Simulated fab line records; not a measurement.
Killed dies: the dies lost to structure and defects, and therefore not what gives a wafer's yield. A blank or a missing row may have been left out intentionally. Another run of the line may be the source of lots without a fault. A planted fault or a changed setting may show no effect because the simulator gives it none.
Chamber matching | flow nand-harc | pecvd-02 running NHARC_P_M0_DEP_32: 3 sister chambers
The step deposits SiCN, target thk 30 nm. 3 wafers are shown with their chamber, then 11 later ones without.

== EACH WAFER AND ITS CHAMBER ==
wafer  | chamber | heater-power-w (W)
L614.4 | 2       | 566
L614.6 | 1       | 710
L615.2 | 0       | 507

== WAFERS MISSING THEIR CHAMBER ==
wafer  | heater-power-w (W)
L615.4 | 526
L615.5 | 583
L618.1 | 674
L618.5 | 679
L618.6 | 600
L619.2 | 489
L619.4 | 707
L619.6 | 506
L620.3 | 710
L620.5 | 716
L620.6 | 601

== CHAMBER TAKEN BY EACH ==
wafer  | from the rows above     | in truth
L615.4 | can't be placed: 0 or 2 | 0
L615.5 | 2                       | 2
L618.1 | 1                       | 1
L618.5 | 1                       | 1
L618.6 | 2                       | 2
L619.2 | 0                       | 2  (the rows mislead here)
L619.4 | 1                       | 1
L619.6 | 0                       | 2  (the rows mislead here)
L620.3 | 1                       | 1
L620.5 | 1                       | 1
L620.6 | 2                       | 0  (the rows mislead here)
Placed correctly: 7 of 11. Cannot be placed on the basis of these rows: 1; the candidates contain the true chamber in 1. Placed wrongly: 3.
How it was worked out, from the rows above alone: a wafer's distance from a chamber is the root of the sum, over the readings, of the square of ((its reading less the chamber's mean) divided by the reading's scatter). If the next closest chamber is less than 2 further off than the closest, the wafer can't be placed; otherwise it belongs to the closest. Each chamber's mean is taken over the wafers shown for it. The scatter: root of mean squared gap, hidden wafer to nearest shown wafer, with one shown wafer a chamber.
